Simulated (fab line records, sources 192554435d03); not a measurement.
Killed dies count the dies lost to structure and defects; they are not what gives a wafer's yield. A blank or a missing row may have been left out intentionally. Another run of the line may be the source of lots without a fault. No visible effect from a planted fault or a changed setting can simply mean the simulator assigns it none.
Which tool did it? ; flow n5 finfet ; 33 wafers from 11 lots sampled at 2 of the route's 1938 steps

## WHAT EACH GAUGE READ, for each wafer
N5_BEOL_M4_RC_MEAS_101.
lot;measured;on;DIBL_N (mV/V)
L617;day 7 14:49;prober-01;39.5 37.5 34.2
L618;day 7 23:13;prober-01;36.3 38.7 36.4
L621;day 8 10:10;prober-02;35.5 34.1 36.4
L626;day 10 17:28;prober-01;38.1 37.1 38.6
L635;day 12 17:07;prober-02;32.5 32.4 32.2
L637;day 12 20:08;prober-02;36.3 35.5 34.4
L638;day 13 14:12;prober-01;37.8 36.2 37.1
L640;day 13 17:47;prober-01;34.9 35.1 34.1

## WHAT TOOL EACH LOT RAN ON (gives the tool, then ch and the chambers of the sampled wafers, and finally the start)
lot;N5_MOL_CONTACT_COAG_WET_ETCH_26
L617;wet bench-05 ch 0,5,7, day 5 00:22
L618;wet bench-06 ch 0,1,5, day 5 08:10
L621;wet bench-03 ch 1,4,6, day 5 20:48
L623;wet bench-03 ch 0,4,6, day 6 10:23
L624;wet bench-06 ch 1,2,3, day 6 21:31
L625;wet bench-03 ch 1,2,3, day 7 03:04
L626;wet bench-03 ch 3,4,5, day 7 11:15
L635;wet bench-06 ch 2,5,6, day 9 13:26
L637;wet bench-05 ch 0,5,7, day 9 22:26
L638;wet bench-03 ch 2,6,7, day 10 03:06
L640;wet bench-03 ch 0,1,2, day 10 16:27
- N5_MOL_CONTACT_COAG_WET_ETCH_26: target Co, target depth 13 nm.

## THE ANSWER, worked out from the rows above alone
Rule: the lots themselves supply what counts as usual. Put in order of their means at a reading, lots are off if they are a third of the lots or fewer, leave a main group of 4 or more, and stand apart from it by a gap of 3 or more times the standard deviation of the main group's means; of several such gaps the widest counts. A main group is skipped when, at the precision printed for the reading in the tables above, its means are all equal. Also off: a lot with no number at a reading for which 4 or more lots have one. The other lots that the step has rows for count as sound.
None of the lots is off at any reading shown; this tells nothing.

## WHAT HAD BEEN PUT IN BY THE SIMULATOR
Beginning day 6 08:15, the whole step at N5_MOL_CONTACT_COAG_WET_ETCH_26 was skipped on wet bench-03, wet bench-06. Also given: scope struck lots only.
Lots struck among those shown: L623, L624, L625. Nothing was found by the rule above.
